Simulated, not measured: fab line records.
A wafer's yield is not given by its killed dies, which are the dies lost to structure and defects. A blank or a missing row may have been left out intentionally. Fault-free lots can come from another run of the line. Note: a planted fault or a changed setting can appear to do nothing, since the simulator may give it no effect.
Which tool was responsible? ; flow nand harc ; 22 lots with 66 wafers sampled at 3 steps, on a route of 1302 steps

WHAT THE GAUGES SHOWED, per wafer
NHARC_A_ONON_D1_THK_MEAS_05: measures by ellipsometry. Usual: thk nm reads 1003 nm (standard deviation 9.9).
lot;measured;on;thk nm (nm);flag
L074;day 7 15:44;film metro-01;1003 1005 1004;
L075;day 8 04:03;film metro-02;1002 1002 1001;
L076;day 8 16:03;film metro-01;1019 1019 1020;
L078;day 9 07:41;film metro-02;1001 1000 1002;
L077;day 9 07:39;film metro-01;1008 1005 1005;
L079;day 9 21:45;film metro-02;1004 1004 1006;
L080;day 10 05:37;film metro-02;1000 1001 1001;
L081;day 10 16:36;film metro-02;987 991 989;
L083;day 11 03:32;film metro-02;992 990 992;
L082;day 11 03:32;film metro-01;1006 1003 1005;
L084;day 11 16:01;film metro-01;1013 1012 1012;
L085;day 12 03:59;film metro-01;1005 1005 1005;
L086;day 12 17:31;film metro-01;1005 1003 1004;
L088;day 13 19:08;film metro-02;1010 1010 1009;
L087;day 13 19:10;film metro-02;985 981 982;
L090;day 14 11:39;film metro-02;1010 1011 1010;
L091;day 14 22:35;film metro-01;995 994 995;
L093;day 15 14:26;film metro-01;1010 1011 1009;
L094;day 15 22:43;film metro-02;997 998 999;
L095;day 16 09:51;film metro-01;1008 1006 1004;
L096;day 16 16:59;film metro-01;1004 1003 1002;
L097;day 17 12:07;film metro-01;977 977 978;

EACH LOT AND THE TOOL THAT RAN IT (in order: tool; ch and the chambers of the sampled wafers; start)
lot;NHARC_P_BONDPAD_DESCUM_11;NHARC_P_BONDPAD_STRIP_15
L074;rie diel-10 ch 0,2,3, day 6 12:34;rie diel-04 ch 0,2, day 6 13:01
L075;rie diel-04 ch 1,2,3, day 7 00:14;rie diel-12 ch 1,2, day 7 00:37
L076;rie diel-04 ch 0,1, day 7 13:16;rie diel-10 ch 1,2,3, day 7 13:42
L078;rie diel-04 ch 0,3, day 8 02:55;rie diel-12 ch 1,2,3, day 8 03:19
L077;rie diel-10 ch 0,2,3, day 8 03:49;rie diel-04 ch 0,1,2, day 8 04:11
L079;rie diel-10 ch 1,2,3, day 8 18:32;rie diel-12 ch 1,2, day 8 18:56
L080;rie diel-10 ch 0,1,3, day 8 23:29;rie diel-12 ch 0,3, day 8 23:58
L081;rie diel-12 ch 0,2,3, day 9 09:22;rie diel-04 ch 0,1,2, day 9 09:49
L083;rie diel-10 ch 0,3, day 10 01:05;rie diel-04 ch 0,2, day 10 01:29
L082;rie diel-10 ch 0,1,2, day 10 02:17;rie diel-04 ch 2,3, day 10 02:40
L084;rie diel-12 ch 0,1,3, day 10 12:59;rie diel-04 ch 0,1,2, day 10 13:23
L085;rie diel-10 ch 0,1,2, day 11 01:30;rie diel-12 ch 0,2,3, day 11 01:53
L086;rie diel-04 ch 0,1,3, day 11 14:50;rie diel-12 ch 0,1,2, day 11 15:14
L088;rie diel-10 ch 0,2,3, day 12 17:10;rie diel-12 ch 0,2,3, day 12 17:34
L087;rie diel-04 ch 0,1,3, day 12 17:44;rie diel-10 ch 0,1,3, day 12 18:08
L090;rie diel-04 ch 0,3, day 13 09:18;rie diel-04 ch 1,2, day 13 09:41
L091;rie diel-04 ch 0,3, day 13 17:56;rie diel-10 ch 0,1,2, day 13 18:21
L093;rie diel-10 ch 0,1,3, day 14 12:30;rie diel-04 ch 1,3, day 14 12:53
L094;rie diel-04 ch 0,2,3, day 14 19:56;rie diel-10 ch 0,2, day 14 20:19
L095;rie diel-04 ch 0,1,3, day 15 07:17;rie diel-12 ch 1,2, day 15 07:41
L096;rie diel-04 ch 0,2, day 15 14:39;rie diel-12 ch 1,2,3, day 15 15:04
L097;rie diel-10 ch 1,2,3, day 16 04:36;rie diel-12 ch 1,2, day 16 04:59
- NHARC_P_BONDPAD_DESCUM_11: chemistry O2, time 3 s.
- NHARC_P_BONDPAD_STRIP_15: strips in O2.

AS READ BY THE TOOLS THEMSELVES (means over the sampled wafers that have a number; for cases with no such wafer, the mark the record gives instead)
NHARC_P_BONDPAD_DESCUM_11. Usual: drypump motor current A 5.9 A, standard deviation 0.5; oes product au 0.997 a.u., standard deviation 0.0084; rf vpp V 57.7 V, standard deviation 0.94; showerhead plenum p Torr 1.90 Torr, standard deviation 0.087; throttle valve pct 11.311 %, standard deviation 0.0091.
lot;tool;drypump motor current A (A);oes product au (a.u.);rf vpp V (V);showerhead plenum p Torr (Torr);throttle valve pct (%);flag
L074;rie diel-10;6.4;0.996;58.6;1.93;11.312;
L075;rie diel-04;5.7;0.986;56.9;1.85;11.315;
L076;rie diel-04;5.9;0.995;57.7;1.83;11.308;
L078;rie diel-04;5.7;0.998;58.0;1.83;11.318;
L077;rie diel-10;6.4;0.986;57.7;1.93;11.312;
L079;rie diel-10;6.0;0.986;58.8;1.98;11.310;
L080;rie diel-10;6.0;1.000;57.7;1.92;11.320;
L081;rie diel-12;5.7;1.000;57.3;1.95;11.317;
L083;rie diel-10;6.3;0.997;57.1;1.87;11.322;
L082;rie diel-10;5.8;0.999;58.3;2.00;11.310;
L084;rie diel-12;5.6;1.005;57.8;1.92;11.324;
L085;rie diel-10;5.8;1.001;58.6;2.00;11.308;
L086;rie diel-04;5.7;0.992;57.3;1.84;11.308;
L088;rie diel-10;6.4;0.990;56.8;1.93;11.308;
L087;rie diel-04;5.7;1.000;57.3;1.84;11.311;
L090;rie diel-04;5.8;0.986;58.0;1.82;11.319;
L091;rie diel-04;5.8;0.989;57.6;1.82;11.308;
L093;rie diel-10;6.0;1.003;58.3;1.92;11.313;
L094;rie diel-04;5.8;0.993;57.4;1.83;11.301;
L095;rie diel-04;5.7;1.003;57.3;1.84;11.308;
L096;rie diel-04;5.8;0.990;57.4;1.84;11.313;
L097;rie diel-10;6.0;0.997;58.3;1.98;11.314;

NHARC_P_BONDPAD_STRIP_15. Usual: drypump motor current A 5.8 A, standard deviation 0.55; oes product au 0.998 a.u., standard deviation 0.0076; rf vpp V 57.7 V, standard deviation 0.85; showerhead plenum p Torr 3.52 Torr, standard deviation 0.13; throttle valve pct 17.037 %, standard deviation 0.0086.
lot;tool;drypump motor current A (A);oes product au (a.u.);rf vpp V (V);showerhead plenum p Torr (Torr);throttle valve pct (%);flag
L074;rie diel-04;5.9;0.993;57.5;3.39;17.036;
L075;rie diel-12;6.3;0.993;57.9;3.64;17.038;
L076;rie diel-10;6.0;0.998;57.7;3.65;17.037;
L078;rie diel-12;6.2;1.001;58.0;3.62;17.026;
L077;rie diel-04;5.8;1.005;57.4;3.41;17.041;
L079;rie diel-12;6.3;0.996;57.7;3.64;17.036;
L080;rie diel-12;5.5;0.993;57.6;3.51;17.029;
L081;rie diel-04;5.8;0.989;57.4;3.41;17.044;
L083;rie diel-04;5.9;0.995;58.5;3.39;17.031;
L082;rie diel-04;5.6;0.994;57.1;3.40;17.042;
L084;rie diel-04;5.9;0.995;58.1;3.41;17.040;
L085;rie diel-12;5.7;0.993;58.3;3.58;17.032;
L086;rie diel-12;5.8;1.007;57.5;3.61;17.040;
L088;rie diel-12;5.7;1.001;58.5;3.58;17.034;
L087;rie diel-10;6.0;1.001;57.8;3.54;17.036;
L090;rie diel-04;5.7;0.992;58.1;3.43;17.045;
L091;rie diel-10;5.8;1.015;57.9;3.67;17.031;
L093;rie diel-04;5.6;1.001;57.3;3.42;17.036;
L094;rie diel-10;6.2;0.999;58.3;3.69;17.037;
L095;rie diel-12;6.3;1.011;57.1;3.63;17.030;
L096;rie diel-12;6.2;1.008;58.6;3.61;17.039;
L097;rie diel-12;6.3;0.994;58.5;3.63;17.032;

THE ANSWER, worked out from the rows above alone
Rule: a lot counts as off when the mean over its wafers that have a number is more than 3 standard deviations away from the usual mean. Also off: a lot with no number at a reading for which 4 or more lots have one. All remaining lots with rows at the step are treated as sound. After the gauges, taken in route order, come the tools' own readings; for these a lot's mean is taken, as printed above. The first step at which some lot is off is used, and at that step the reading that is off furthest; a lot without a number counts as furthest.
No lot is off at any reading shown: from this, nothing can be told.

WHAT THE SIMULATOR HAD PUT IN
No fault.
